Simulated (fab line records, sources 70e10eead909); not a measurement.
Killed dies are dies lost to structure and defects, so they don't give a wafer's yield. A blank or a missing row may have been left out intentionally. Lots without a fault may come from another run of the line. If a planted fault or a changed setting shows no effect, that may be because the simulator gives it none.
fab line records -- flow nand_harc
record: lots: 12, wafers: 36, last_day: 33
route steps=1302 shown P_ZERO_WELL@19 P_STI@84 P_GATE@144 END@1302
lots with no fault: from the same line, run without faults
start_h: hours from the record's first day to the start of the lot's first wafer shown -- wait_h: hours elapsed since this lot's preceding step -- " repeats the value in the row above -- L1.1+2: a row that stands for several wafers -- - no value, or no start was given -- * or withheld: withheld -- < > ~ a bound
route shown NAME@n: a module of which the file shows steps, and the number in the route of the first -- usual: the fault-free wafers' mean and standard deviation -- same: alike in all rows -- chamber/n: place in a boat -- sites: the reading at each site -- _std_site: the values' standard deviation -- _edge_site: outer sites' mean less inner sites' -- radius_mm: for every site, how far away it sits from the centre of the wafer -- mask NAME#n: copy n -- behind: the last tool/chamber to shape the wafer -- hold: why the lot was held/for how many hours/how that ended -- device: the transistor (n, p or np) that didn't switch -- end of line: the route-end tests of the same wafers -- step lacking rows: just its recipe -- killed: dies that structure and defects cost at the first sort, which is not the same as the wafer's yield -- map: a wafer's dies, marking killed ones x, the rest . and places with no die _
set.NAME: the run value of the setting; set.NAME@STEP: its run value at that earlier step -- model.NAME: the simulator's own value behind a step, which no gauge read
the route's steps for a sample of lots (tables are steps, rows are wafers)
services: a tool's chamber out of use, with start hour (start_h, from the record's first day; less than 0 if before it), hours out, and reason
== steps ==
step: NHARC_P_ZERO_WELL_ETCH_63
recipe: target_depth_a: 1200, time_s: 40.1, hbr_flow_sccm: 150, cl2_flow_sccm: 50, rf_w: 400, icp_w: 400, bias_w: 100, chemistry: HBr/Cl2
usual: bias_w: 100.0/0.32, chamber_pressure_mTorr: 15.000/0.014, drypump_motor_current_A: 5.6/0.48, oes_product_au: 1.000/0.0096, throttle_valve_pct: 26.405/0.0092
lot.wafer,tool,chamber,start_h,wait_h,bias_w,chamber_pressure_mTorr,drypump_motor_current_A,oes_product_au,rf_hours_counter_h,throttle_valve_pct
L688.4,rie_si-05,3,23.50,-,100.0,14.996,5.8,1.001,0.35,26.402
L688.3,rie_si-05,2,23.50,-,100.0,14.992,6.0,0.995,0.39,26.391
L688.6,rie_si-05,3,23.50,-,100.8,14.985,5.8,0.995,-,26.411
L690.2,rie_si-03,3,41.56,-,100.1,14.998,6.4,1.000,1.04,26.399
L690.4,rie_si-03,0,41.56,-,99.7,15.007,4.8,1.011,1.00,26.410
L690.5,rie_si-03,2,41.56,-,100.2,15.005,5.6,1.010,-,26.410
L691.1,rie_si-05,2,51.82,-,99.7,14.999,6.0,0.997,0.50,26.393
L691.6,rie_si-05,2,51.82,-,99.4,14.976,6.0,0.999,-,26.405
L691.5,rie_si-05,3,51.82,-,99.9,15.023,5.8,1.000,-,26.414
L694.3,rie_si-05,0,81.56,-,-,-,-,-,-,-
L694.6,rie_si-05,2,81.56,-,-,-,-,-,-,-
L694.5,rie_si-05,3,81.56,-,-,-,-,-,-,-
L695.4,rie_si-05,0,91.68,-,-,-,-,-,-,-
L695.5,rie_si-05,0,91.68,-,-,-,-,-,-,-
L695.6,rie_si-05,1,91.68,-,-,-,-,-,-,-
L696.4,rie_si-03,1,101.60,-,100.1,15.030,5.1,1.005,0.13,26.412
L696.2,rie_si-03,3,101.60,-,100.5,14.984,6.3,0.992,0.13,26.397
L696.5,rie_si-03,1,101.60,-,100.2,14.972,5.1,1.004,-,26.401
L703.4,rie_si-03,1,171.60,-,99.8,15.007,5.1,0.995,0.53,26.404
L703.3,rie_si-03,2,171.60,-,99.8,14.995,5.6,1.004,0.52,26.396
L703.5,rie_si-03,3,171.60,-,100.5,15.005,6.4,0.991,-,26.374
L704.1,rie_si-04,0,181.69,-,99.8,14.988,5.7,0.995,0.05,26.410
L704.5,rie_si-04,3,181.69,-,99.2,14.996,5.9,1.006,-,26.392
L704.6,rie_si-04,0,181.69,-,100.3,14.991,5.8,1.000,-,26.397
L706.2,rie_si-05,3,201.53,-,100.1,15.005,5.8,0.998,0.36,26.427
L706.3,rie_si-05,2,201.53,-,100.2,15.021,6.0,0.995,0.33,26.404
L706.5,rie_si-05,0,201.53,-,100.1,15.021,5.3,0.993,-,26.392
L707.4,rie_si-03,2,211.71,-,100.3,14.996,5.6,1.016,0.75,26.395
L707.2,rie_si-03,0,211.71,-,100.1,15.008,4.9,0.999,0.91,26.401
L707.1,rie_si-03,1,211.71,-,100.2,14.988,5.1,0.987,0.78,26.413
L708.2,rie_si-04,3,221.80,-,100.4,14.994,5.9,1.010,0.29,26.406
L708.6,rie_si-04,1,221.80,-,99.8,14.972,5.3,1.031,-,26.414
L708.5,rie_si-04,2,221.80,-,100.0,15.016,5.7,1.011,-,26.410
L710.4,rie_si-03,2,241.61,-,99.7,15.009,5.6,1.009,0.11,26.398
L710.5,rie_si-03,2,241.61,-,99.9,15.016,5.6,1.014,-,26.412
L710.6,rie_si-03,3,241.61,-,99.8,15.019,6.4,0.998,-,26.402
step: NHARC_P_STI_OVL_MEAS_10
usual: overlay_x_nm: 5/6.7, overlay_y_nm: -1/6.8
lot.wafer,tool,chamber,start_h,wait_h,overlay_x_nm,overlay_y_nm
L688.3,overlay-02,-,44.75,-,14,-11
L688.4,overlay-02,-,44.75,-,14,-10
L688.6,overlay-02,-,44.75,-,14,-11
L690.2,overlay-02,-,65.24,-,-5,-2
L690.4,overlay-02,-,65.24,-,-5,-2
L690.5,overlay-02,-,65.24,-,-6,-1
L691.1,overlay-02,-,74.72,-,8,-2
L691.5,overlay-02,-,74.72,-,9,-3
L691.6,overlay-02,-,74.72,-,8,-2
L696.2,overlay-01,-,124.35,-,-2,2
L696.4,overlay-01,-,124.35,-,-3,2
L696.5,overlay-01,-,124.35,-,-3,3
L703.3,overlay-01,-,193.68,-,3,2
L703.4,overlay-01,-,193.68,-,4,2
L703.5,overlay-01,-,193.68,-,4,2
L704.1,overlay-01,-,203.69,-,-10,1
L704.5,overlay-01,-,203.69,-,-9,0
L704.6,overlay-01,-,203.69,-,-9,1
L706.2,overlay-02,-,226.25,-,6,-12
L706.3,overlay-02,-,226.25,-,5,-11
L706.5,overlay-02,-,226.25,-,6,-11
L707.1,overlay-01,-,232.37,-,1,-9
L707.2,overlay-01,-,232.37,-,1,-9
L707.4,overlay-01,-,232.37,-,1,-10
L708.2,overlay-01,-,247.84,-,2,2
L708.5,overlay-01,-,247.84,-,2,1
L708.6,overlay-01,-,247.84,-,2,2
L710.4,overlay-01,-,265.03,-,1,-2
L710.5,overlay-01,-,265.03,-,1,-1
L710.6,overlay-01,-,265.03,-,2,-1
step: NHARC_P_STI_ETCH_42
recipe: target_depth_a: 800, overetch_a: 240, time_s: 61, ion_energy_ev: 200, n2_flow_sccm: 150, h2_flow_sccm: 150, ar_flow_sccm: 0, rf_w: 400, bias_w: 150, chemistry: N2/H2
usual: bias_w: 149.9/0.42, chamber_pressure_mTorr: 30.003/0.026, drypump_motor_current_A: 5.6/0.49, n2_flow_sccm: 150.1/0.41, oes_product_au: 0.996/0.011, rf_vpp_V: 429.2/2.3, showerhead_plenum_p_Torr: 1.99/0.079, throttle_valve_pct: 14.171/0.0093
lot.wafer,tool,chamber,start_h,wait_h,bias_w,chamber_pressure_mTorr,drypump_motor_current_A,n2_flow_sccm,oes_product_au,rf_hours_counter_h,rf_vpp_V,showerhead_plenum_p_Torr,throttle_valve_pct
L688.4,rie_diel-13,0,45.00,0.1,149.9,30.019,5.6,150.0,1.013,3.9,430.4,2.04,14.192
L688.3,rie_diel-13,2,45.00,0.1,150.0,30.015,5.6,150.0,1.015,4.3,427.7,1.95,14.172
L688.6,rie_diel-13,1,45.00,0.1,149.8,30.008,4.8,150.2,0.996,-,433.9,2.13,14.169
L690.4,rie_diel-13,0,65.50,0.1,150.1,30.009,5.6,150.2,1.014,6.1,429.9,2.04,14.169
L690.2,rie_diel-13,3,65.50,0.1,149.9,30.007,5.9,149.7,0.982,6.7,428.1,1.93,14.188
L690.5,rie_diel-13,1,65.50,0.1,150.8,29.998,4.7,149.6,0.975,-,432.5,2.13,14.168
L691.1,rie_diel-07,2,74.99,0.1,150.1,29.987,5.7,150.0,1.006,7.4,431.2,2.02,14.174
L691.6,rie_diel-07,0,74.99,0.1,150.2,30.034,5.4,150.2,1.018,-,425.8,1.92,14.166
L691.5,rie_diel-07,1,74.99,0.1,149.7,29.997,6.4,150.5,1.010,-,427.7,1.94,14.186
L696.2,rie_diel-11,1,124.62,0.1,149.5,29.986,5.1,150.1,0.993,2.2,427.5,1.96,14.164
L696.4,rie_diel-11,3,124.62,0.1,150.5,29.952,5.3,150.3,1.010,1.6,427.5,1.97,14.159
L696.5,rie_diel-11,1,124.62,0.1,149.5,30.032,5.1,149.6,1.001,-,428.9,1.96,14.191
L703.3,rie_diel-07,2,193.94,0.1,150.1,29.996,5.7,149.5,0.985,4.5,430.0,2.02,14.174
L703.4,rie_diel-07,0,193.94,0.1,149.1,29.981,5.3,150.1,1.011,4.8,427.4,1.92,14.189
L703.5,rie_diel-07,2,193.94,0.1,149.8,30.028,5.7,149.7,0.992,-,429.6,2.02,14.152
L704.1,rie_diel-13,1,203.98,0.1,149.8,30.020,4.7,149.5,1.007,2.6,430.9,2.12,14.175
L704.5,rie_diel-13,2,203.98,0.1,149.7,29.994,5.7,150.0,1.005,-,426.6,1.94,14.148
L704.6,rie_diel-13,1,203.98,0.1,149.9,29.972,4.7,150.0,1.009,-,432.0,2.12,14.186
L706.3,rie_diel-11,2,226.53,0.1,149.8,29.984,5.9,149.1,0.988,6.9,427.5,1.92,14.168
L706.2,rie_diel-11,3,226.53,0.1,149.8,30.030,5.4,149.9,0.999,5.8,429.5,1.97,14.180
L706.5,rie_diel-11,1,226.53,0.1,150.4,30.001,5.1,150.2,0.984,-,426.5,1.96,14.177
L707.1,rie_diel-11,3,232.63,0.1,149.6,29.970,5.4,150.5,0.989,5.9,428.6,1.97,14.175
L707.2,rie_diel-11,0,232.63,0.1,150.5,30.010,6.4,149.9,0.989,6.7,433.1,2.15,14.185
L707.4,rie_diel-11,1,232.63,0.1,150.2,29.981,5.1,150.4,0.984,7.6,429.6,1.96,14.173
L708.2,rie_diel-13,0,248.11,0.1,149.3,30.004,5.6,150.6,0.988,4.2,429.9,2.03,14.165
L708.6,rie_diel-13,2,248.11,0.1,150.2,30.018,5.6,150.4,0.993,-,428.2,1.94,14.179
L708.5,rie_diel-13,3,248.11,0.1,150.0,30.031,5.9,150.3,0.995,-,426.1,1.93,14.182
L710.4,rie_diel-07,0,265.29,0.1,149.9,29.969,5.3,150.9,1.005,8.5,427.0,1.92,14.165
L710.6,rie_diel-07,0,265.29,0.1,150.0,29.996,5.3,150.0,0.999,-,427.3,1.92,14.169
L710.5,rie_diel-07,1,265.29,0.1,150.4,29.980,6.3,149.8,0.994,-,427.2,1.94,14.178
step: NHARC_P_GATE_DESCUM_31
recipe: time_s: 3, o2_flow_sccm: 200, ar_flow_sccm: 0, bias_power_w: 0, chemistry: O2
usual: drypump_motor_current_A: 5.8/0.36, oes_product_au: 1.000/0.0083, rf_vpp_V: 57.7/0.83, showerhead_plenum_p_Torr: 1.92/0.069, throttle_valve_pct: 11.310/0.0094
lot.wafer,tool,chamber,start_h,wait_h,drypump_motor_current_A,oes_product_au,rf_hours_counter_h,rf_vpp_V,showerhead_plenum_p_Torr,throttle_valve_pct
L688.3,rie_diel-10,1,97.42,0.1,5.8,1.009,1.8,58.1,1.80,11.311
L688.6,rie_diel-10,0,97.42,0.1,6.3,0.987,-,58.0,1.89,11.307
L688.4,rie_diel-10,1,97.42,0.1,5.7,1.002,-,56.6,1.80,11.312
L690.2,rie_diel-01,0,115.50,0.1,6.1,0.991,3.8,57.6,1.94,11.312
L690.4,rie_diel-01,0,115.50,0.1,6.1,0.989,-,59.2,1.94,11.316
L690.5,rie_diel-01,3,115.50,0.1,5.9,1.001,-,58.0,1.89,11.322
L691.1,rie_diel-04,3,133.00,0.1,6.1,0.994,5.6,59.2,2.06,11.307
L691.6,rie_diel-04,0,133.00,0.1,5.4,1.004,-,56.3,2.01,11.308
L691.5,rie_diel-04,1,133.00,0.1,5.7,1.014,-,57.7,1.92,11.312
L696.2,rie_diel-10,0,185.30,0.1,6.2,0.994,6.8,58.7,1.89,11.317
L696.4,rie_diel-10,1,185.30,0.1,5.8,1.003,7.4,58.3,1.80,11.310
L696.5,rie_diel-10,3,185.30,0.1,5.6,1.004,-,58.1,1.96,11.300
L703.4,rie_diel-04,3,246.58,0.1,6.1,1.005,2.7,59.1,2.06,11.314
L703.3,rie_diel-04,2,246.58,0.1,5.0,1.001,3.4,58.6,2.01,11.303
L703.5,rie_diel-04,0,246.58,0.1,5.4,0.995,-,58.6,2.01,11.313
L704.1,rie_diel-01,3,268.73,0.1,5.9,0.997,2.4,57.6,1.88,11.299
L704.5,rie_diel-01,1,268.73,0.1,6.2,0.985,-,57.9,1.85,11.305
L704.6,rie_diel-01,2,268.73,0.1,5.5,0.991,-,57.0,1.89,11.294
L707.4,rie_diel-10,0,281.89,0.1,6.2,0.996,1.2,55.6,1.89,11.298
L707.1,rie_diel-10,1,281.89,0.1,5.8,1.002,1.2,55.9,1.80,11.312
L707.2,rie_diel-10,2,281.89,0.1,5.3,0.991,1.3,57.5,1.92,11.292
L706.2,rie_diel-10,2,282.55,0.1,5.3,0.998,1.3,55.9,1.92,11.300
L706.3,rie_diel-10,3,282.55,0.1,5.6,1.004,0.7,59.4,1.96,11.307
L706.5,rie_diel-10,0,282.55,0.1,6.2,0.996,-,57.8,1.89,11.314
L708.2,rie_diel-10,1,299.53,0.1,5.8,1.001,2.1,56.7,1.80,11.307
L708.6,rie_diel-10,1,299.53,0.1,5.7,0.996,-,58.8,1.80,11.318
L708.5,rie_diel-10,3,299.53,0.1,5.7,0.999,-,57.7,1.96,11.320
L710.4,rie_diel-10,3,320.54,0.1,5.7,1.004,3.1,58.0,1.96,11.300
L710.6,rie_diel-10,2,320.54,0.1,5.3,1.000,-,56.5,1.92,11.312
L710.5,rie_diel-10,3,320.54,0.1,5.6,1.001,-,58.5,1.96,11.317
step: NHARC_END_SORT_01
recipe: temp_c: 25
usual: killed_at_array: 49/18, killed_at_other: 0.7/1.1, killed_at_periphery: 4.0/2.6, killed_dies: 54/19, killed_open: 3.4/1.7, killed_short: 2.5/1.7
same: gross_dies: 677
lot.wafer,tool,chamber,start_h,wait_h,killed_at_array,killed_at_other,killed_at_periphery,killed_dies,killed_open,killed_short
L694.3,prober-02,0,604.25,3.1,52,0,625,677,8,4
L694.5,prober-02,0,605.84,3.7,58,0,619,677,6,1
L694.6,prober-02,0,606.63,4.0,63,0,614,677,2,1
L695.4,prober-02,0,633.08,3.4,78,2,597,677,3,3
L695.5,prober-02,0,633.89,3.7,60,1,616,677,2,1
L695.6,prober-02,0,634.70,4.0,77,1,599,677,4,1
L696.4,prober-02,0,651.96,3.4,48,2,4,54,3,2
killed by level:class
L694.3 P_ZERO_WELL:area_etch=625 A_SLIT:chamber_film_flake=19 A_CHANNEL_HOLE_D1:chamber_film_flake=12 A_CHANNEL_HOLE_D2:chamber_film_flake=4 A_DECK1_JOINT:geometric_particle:open=2 A_ONON_D2:geometric_particle:short=2 A_WL_FILL:geometric_particle:open=2 A_CHANNEL_FILL_D1:chamber_film_flake=2
L694.5 P_ZERO_WELL:area_etch=616 A_SLIT:chamber_film_flake=25 A_CHANNEL_HOLE_D1:chamber_film_flake=9 A_CHANNEL_HOLE_D2:chamber_film_flake=7 A_DECK1_JOINT:chamber_film_flake=4 A_CONTACT:chamber_film_flake=4 A_STAIRCASE:chamber_film_flake=3 P_CONTACT:geometric_particle:open=1
L694.6 P_ZERO_WELL:area_etch=610 A_CHANNEL_HOLE_D1:chamber_film_flake=29 A_SLIT:chamber_film_flake=19 A_CHANNEL_HOLE_D2:chamber_film_flake=8 A_CHANNEL_FILL_D1:chamber_film_flake=2 A_DECK1_JOINT:chamber_film_flake=2 A_CONTACT:chamber_film_flake=2 P_M2:geometric_particle:open=1
L695.4 P_ZERO_WELL:area_etch=596 A_SLIT:chamber_film_flake=31 A_CHANNEL_HOLE_D2:chamber_film_flake=26 A_CHANNEL_HOLE_D1:chamber_film_flake=14 THIN_TSV:chamber_film_flake=2 P_CONTACT:geometric_particle:open=1 A_ONON_D1:geometric_particle:short=1 A_CHANNEL_HOLE_D1:geometric_particle:open=1
L695.5 P_ZERO_WELL:area_etch=611 A_CHANNEL_HOLE_D1:chamber_film_flake=22 A_SLIT:chamber_film_flake=21 A_CHANNEL_HOLE_D2:chamber_film_flake=12 P_ZERO_WELL:chamber_film_flake=3 A_BONDPAD:chamber_film_flake=2 P_CONTACT:geometric_particle:open=1 A_DECK1_JOINT:geometric_particle:short=1
L695.6 P_ZERO_WELL:area_etch=594 A_CHANNEL_HOLE_D2:chamber_film_flake=33 A_SLIT:chamber_film_flake=25 A_CHANNEL_HOLE_D1:chamber_film_flake=12 P_M0:geometric_particle:open=2 A_STAIRCASE:chamber_film_flake=2 A_BONDPAD:chamber_film_flake=2 P_M2:geometric_particle:short=1
L696.4 A_SLIT:chamber_film_flake=22 A_CHANNEL_HOLE_D2:chamber_film_flake=13 A_CHANNEL_HOLE_D1:chamber_film_flake=2 A_STAIRCASE:chamber_film_flake=2 A_WL_FILL:chamber_film_flake=2 A_M0:chamber_film_flake=2 THIN_TSV:chamber_film_flake=2 P_CONTACT:geometric_particle:open=1
== services ==
tool,chamber,start_h,hours,kind
rie_diel-10,1,1.72,5.4,repair
rie_diel-10,0,22.34,9.9,repair
rie_si-03,-,44.00,9.0,pm
rie_si-03,-,55.42,28.9,repair
rie_diel-10,-,65.50,9.0,pm
rie_diel-10,2,89.69,7.9,repair
rie_diel-13,2,94.79,2.3,repair
rie_si-03,3,121.98,7.5,repair
rie_si-05,-,128.00,9.0,pm
rie_diel-13,3,131.90,4.5,repair
rie_si-03,0,144.21,1.9,repair
rie_diel-10,0,151.10,4.5,repair
rie_diel-10,3,153.82,14.9,repair
rie_diel-13,-,165.00,9.0,pm
rie_diel-10,1,168.31,2.1,repair
rie_diel-13,3,200.01,6.2,repair
rie_si-03,-,221.00,9.0,pm
rie_diel-10,-,242.50,9.0,pm
rie_diel-10,3,269.82,7.9,repair
rie_diel-13,-,284.48,3.6,repair
rie_si-05,0,284.65,6.4,repair
rie_diel-10,2,296.37,4.9,repair
rie_si-03,2,301.61,7.5,repair
rie_si-05,-,305.00,9.0,pm
== key ==
first_sign: step: NHARC_P_ZERO_WELL_ETCH_63, reading: tool_record, direction: missing
effect: step: NHARC_END_SORT_01, reading: killed_at_periphery, direction: up, sigmas: 99+, usual: 4.0, struck: 611.7
more_kills_born_at: NHARC_P_ZERO_WELL_ETCH_63@rie_si-05: 3652
met_at NHARC_P_ZERO_WELL_ETCH_63
struck_lots L694,L695
later_rows_left_out L694.3,L694.5,L694.6,L695.4,L695.5,L695.6
tester_left_out L694,L695
not_acting_at NHARC_P_STI_OVL_MEAS_10,NHARC_P_STI_ETCH_42,NHARC_P_GATE_DESCUM_31
onset_between 51.82 81.56
fault: kind: skipped_step_whole, tool: rie_si-05, chamber: -, onset_h: 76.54, steps: NHARC_P_ZERO_WELL_ETCH_63, scope: struck_lots_only
tester_left_out: of these lots the tester's yield and bins aren't shown, on N5 and GAA mostly nor the transistor test; their killed dies are dies lost to structure and defects alone, not to doping, threshold or leakage, so they don't give the yield
later_rows_left_out: the simulator's readings of these wafers behind a module that went badly wrong aren't trusted and aren't shown, but for the sort
